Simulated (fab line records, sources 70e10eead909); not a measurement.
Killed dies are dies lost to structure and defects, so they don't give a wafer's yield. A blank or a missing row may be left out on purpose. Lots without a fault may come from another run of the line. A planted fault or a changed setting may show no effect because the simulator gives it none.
Chamber matching | flow nand_harc | NHARC_A_CONTACT_DESCUM_74 on rie_diel-06: 4 sister chambers
The step chemistry O2, time 3 s. 8 wafers are shown with their chamber, then 7 later ones without.

WAFERS WITH THEIR CHAMBER
wafer  | chamber | showerhead_plenum_p_Torr (Torr) | oes_product_au (a.u.)
L077.6 | 1       | 1.88                            | 1.001
L082.6 | 0       | 2.01                            | 0.992
L085.6 | 2       | 1.85                            | 0.989
L088.2 | 3       | 1.87                            | 1.000
L088.5 | 3       | 1.87                            | 0.995
L088.6 | 0       | 2.00                            | 0.996
L090.1 | 2       | 1.84                            | 0.991
L090.2 | 1       | 1.87                            | 0.998

WAFERS WITHOUT THEIR CHAMBER
wafer  | showerhead_plenum_p_Torr (Torr) | oes_product_au (a.u.)
L090.4 | 2.00                            | 0.989
L095.1 | 2.00                            | 0.998
L095.3 | 1.86                            | 1.018
L095.4 | 1.84                            | 0.980
L096.1 | 1.84                            | 0.982
L096.3 | 1.86                            | 0.991
L096.5 | 1.86                            | 1.007

WHICH CHAMBER EACH WENT THROUGH
wafer  | from the rows above          | in truth
L090.4 | 0                            | 0
L095.1 | 0                            | 0
L095.3 | can't be placed: 1 or 3      | 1
L095.4 | 2                            | 2
L096.1 | 2                            | 2
L096.3 | can't be placed: 2 or 3 or 1 | 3
L096.5 | can't be placed: 1 or 3      | 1
Placed correctly: 4 of 7. Can't be placed from these rows: 3 (the true chamber is among the candidates in 3). Placed wrongly: 0.
How it was worked out, from the rows above alone: a wafer's distance from a chamber is the root of the sum, over the readings, of the square of ((its reading less the chamber's mean) divided by the reading's scatter). The wafer belongs to the nearest chamber; if the next one is less than 2 further off, it can't be placed. A chamber's mean is the mean of its shown wafers. The scatter: the root of (the sum of the squares of (reading less its chamber's mean) over the shown wafers, divided by (wafers less chambers)).
